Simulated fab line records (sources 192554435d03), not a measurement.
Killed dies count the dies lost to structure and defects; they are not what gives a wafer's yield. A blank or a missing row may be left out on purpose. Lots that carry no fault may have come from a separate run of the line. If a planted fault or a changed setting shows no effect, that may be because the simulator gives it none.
Matching of chambers :: flow n5Finfet :: 4 sister chambers for N5_BEOL_M10_ALD_74 on aldMetal-04
The step deposits TaN, target thk 2 nm, pulse time 2 s, purge time 3 s. 8 wafers are shown with their chamber, then 12 later ones without.

WAFERS PAIRED WITH THEIR CHAMBERS
wafer: L083.5
chamber: 3
heaterPowerW (W): 444
precursorVesselCarrierSccm (sccm): 994.9

wafer: L085.6
chamber: 0
heaterPowerW (W): 401
precursorVesselCarrierSccm (sccm): 999.7

wafer: L086.2
chamber: 1
heaterPowerW (W): 370
precursorVesselCarrierSccm (sccm): 1000.6

wafer: L086.3
chamber: 2
heaterPowerW (W): 412
precursorVesselCarrierSccm (sccm): 996.4

wafer: L086.4
chamber: 0
heaterPowerW (W): 398
precursorVesselCarrierSccm (sccm): 998.2

wafer: L089.2
chamber: 2
heaterPowerW (W): 419
precursorVesselCarrierSccm (sccm): 997.9

wafer: L089.4
chamber: 1
heaterPowerW (W): 320
precursorVesselCarrierSccm (sccm): 1001.4

wafer: L089.5
chamber: 3
heaterPowerW (W): 441
precursorVesselCarrierSccm (sccm): 995.3

WAFERS MISSING THEIR CHAMBER
wafer: L090.2
heaterPowerW (W): 324
precursorVesselCarrierSccm (sccm): 1002.7

wafer: L090.3
heaterPowerW (W): 408
precursorVesselCarrierSccm (sccm): 999.5

wafer: L090.4
heaterPowerW (W): 429
precursorVesselCarrierSccm (sccm): 1003.3

wafer: L093.1
heaterPowerW (W): 421
precursorVesselCarrierSccm (sccm): 996.4

wafer: L093.2
heaterPowerW (W): 318
precursorVesselCarrierSccm (sccm): 998.4

wafer: L093.4
heaterPowerW (W): 406
precursorVesselCarrierSccm (sccm): 999.7

wafer: L097.1
heaterPowerW (W): 321
precursorVesselCarrierSccm (sccm): 1003.6

wafer: L097.5
heaterPowerW (W): 323
precursorVesselCarrierSccm (sccm): 1000.1

wafer: L097.6
heaterPowerW (W): 405
precursorVesselCarrierSccm (sccm): 1001.2

wafer: L095.1
heaterPowerW (W): 328
precursorVesselCarrierSccm (sccm): 1001.6

wafer: L095.4
heaterPowerW (W): 337
precursorVesselCarrierSccm (sccm): 1000.9

wafer: L095.5
heaterPowerW (W): 398
precursorVesselCarrierSccm (sccm): 1001.4

EACH ONE'S CHAMBER
wafer: L090.2
from the rows above: 1
in truth: 1

wafer: L090.3
from the rows above: 0
in truth: 0

wafer: L090.4
from the rows above: can't be placed: 1 or 0
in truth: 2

wafer: L093.1
from the rows above: can't be placed: 2 or 3
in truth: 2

wafer: L093.2
from the rows above: can't be placed: 1 or 0
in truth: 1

wafer: L093.4
from the rows above: 0
in truth: 0

wafer: L097.1
from the rows above: 1
in truth: 1

wafer: L097.5
from the rows above: 1
in truth: 1

wafer: L097.6
from the rows above: can't be placed: 0 or 1
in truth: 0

wafer: L095.1
from the rows above: 1
in truth: 1

wafer: L095.4
from the rows above: 1
in truth: 1

wafer: L095.5
from the rows above: can't be placed: 1 or 0
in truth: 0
Correct placement for 7 of the 12. These rows do not allow placing 5 (true chamber among the candidates in 4). Number placed wrongly: 0.
How it was worked out, from the rows above alone: a wafer's distance from a chamber is the root of the sum, over the readings, of the square of ((its reading less the chamber's mean) divided by the reading's scatter). If the next closest chamber is less than 2 further off than the closest, the wafer can't be placed; otherwise it belongs to the closest. Each chamber's mean is taken over the wafers shown for it. How the scatter is found: for the shown wafers, subtract from each reading the mean of its chamber, square and add these, divide the total by (wafers less chambers), then take the root.
